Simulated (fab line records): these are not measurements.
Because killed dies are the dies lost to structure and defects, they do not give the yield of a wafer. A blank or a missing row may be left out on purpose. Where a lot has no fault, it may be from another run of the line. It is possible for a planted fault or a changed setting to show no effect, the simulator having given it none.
Which tool was responsible? | flow n5 finfet | 24 lots, 72 wafers sampled, at 2 steps of a route of 1938

== WHAT THE GAUGES READ, wafer by wafer ==
N5_BEOL_M2_RS_MEAS_58: the measuring method here is four-point-probe. Usual: M2_RS typically reads 0.67 ohm/sq, with standard deviation 0.031.
lot  | measured     | on            | M2_RS (ohm/sq) | flag
L074 | day 6 20:01  | film metro-02 | 0.63 0.70 0.64 |
L075 | day 7 09:34  | film metro-02 | 0.71 0.68 0.73 |
L077 | day 7 10:04  | film metro-02 | 0.68 0.64 0.68 |
L076 | day 7 11:02  | film metro-01 | 0.63 0.61 0.62 |
L078 | day 8 00:08  | film metro-02 | 0.66 0.62 0.65 |
L079 | day 8 14:37  | film metro-02 | 0.71 0.68 0.69 |
L080 | day 8 16:26  | film metro-01 | 0.66 0.71 0.67 |
L082 | day 9 03:21  | film metro-02 | 0.68 0.66 0.66 |
L081 | day 9 08:58  | film metro-01 | 0.64 0.69 0.66 |
L083 | day 9 14:26  | film metro-02 | 0.72 0.66 0.70 |
L084 | day 9 23:18  | film metro-02 | 0.69 0.74 0.66 |
L085 | day 10 05:35 | film metro-02 | 0.67 0.65 0.67 |
L087 | day 10 11:37 | film metro-02 | 0.65 0.58 0.64 |
L086 | day 10 14:46 | film metro-01 | 0.64 0.67 0.68 |
L088 | day 10 17:46 | film metro-01 | 0.64 0.62 0.66 |
L089 | day 10 22:29 | film metro-01 | 0.71 0.69 0.71 |
L090 | day 11 03:53 | film metro-02 | 0.69 0.69 0.68 |
L091 | day 11 11:28 | film metro-02 | 0.70 0.70 0.68 |
L092 | day 11 14:50 | film metro-01 | 0.67 0.72 0.64 |
L093 | day 11 22:19 | film metro-01 | 0.67 0.66 0.68 |
L095 | day 12 07:26 | film metro-02 | 0.67 0.65 0.67 |
L094 | day 12 15:08 | film metro-02 | 0.65 0.69 0.65 |
L096 | day 12 20:31 | film metro-02 | 0.67 0.70 0.66 |
L097 | day 14 05:25 | film metro-01 | 0.65 0.63 0.64 |

N5_BEOL_M3_CD_MEAS_11 targets a cd of 17.05 nm. Usual: cd nm 17.05 nm, standard deviation 0.23.
lot  | measured     | on        | cd nm (nm)        | flag
L074 | day 6 22:59  | cd sem-02 | 17.05 17.42 17.29 |
L075 | day 7 10:54  | cd sem-03 | 17.41 17.35 17.13 |
L077 | day 7 11:00  | cd sem-01 | 17.26 17.41 16.95 |
L076 | day 7 11:41  | cd sem-01 | 17.11 17.40 17.24 |
L078 | day 8 01:25  | cd sem-01 | 17.10 16.72 17.14 |
L079 | day 8 16:44  | cd sem-01 | 17.04 17.03 17.37 |
L080 | day 8 17:39  | cd sem-03 | 17.42 17.66 17.21 |
L082 | day 9 06:34  | cd sem-03 | 17.14 17.20 17.21 |
L081 | day 9 09:43  | cd sem-02 | 17.34 16.79 17.39 |
L083 | day 9 16:59  | cd sem-03 | 16.89 17.07 16.92 |
L084 | day 10 00:35 | cd sem-01 | 16.95 17.21 16.83 |
L085 | day 10 06:56 | cd sem-02 | 17.20 16.63 17.05 |
L087 | day 10 13:50 | cd sem-02 | 17.22 17.36 16.86 |
L086 | day 10 17:25 | cd sem-02 | 17.07 16.76 16.93 |
L088 | day 10 19:03 | cd sem-03 | 16.91 16.81 16.74 |
L089 | day 11 00:04 | cd sem-01 | 16.97 17.34 16.94 |
L090 | day 11 04:59 | cd sem-03 | 16.94 16.94 16.92 |
L091 | day 11 12:30 | cd sem-02 | 16.87 16.84 16.85 |
L092 | day 11 17:56 | cd sem-01 | 16.86 16.81 17.35 |
L093 | day 12 00:33 | cd sem-03 | 17.17 17.12 17.09 |
L095 | day 12 10:26 | cd sem-02 | 16.86 17.23 17.09 |
L094 | day 12 16:34 | cd sem-01 | 17.11 16.71 17.29 |
L096 | day 12 23:20 | cd sem-03 | 17.01 17.29 17.20 |
L097 | day 14 07:51 | cd sem-01 | 16.79 17.17 16.72 |

== TOOL THAT RAN EACH LOT (tool first, then ch and the chambers of the sampled wafers, then the start) ==
Record: no process step prior to these readings.

== AS READ BY THE TOOLS THEMSELVES (means over the sampled wafers that have a number; for cases with no such wafer, the mark the record gives instead) ==
The record holds no such reading with a usual standard deviation.

== THE ANSWER, worked out from the rows above alone ==
Rule: take the mean of a lot's wafers that have a number; if it is more than 3 standard deviations from the usual mean, the lot is off. Also off: a lot with no number at a reading for which 4 or more lots have one. The other lots that the step has rows for count as sound. First the gauges in route order, then the tools' own readings, where a lot's mean is used as printed above. The first step at which some lot is off is used, and at that step the reading that is off furthest; a lot without a number counts as furthest.
No lot is off at any reading shown: from this, nothing can be told.

== WHAT HAD BEEN PUT IN BY THE SIMULATOR ==
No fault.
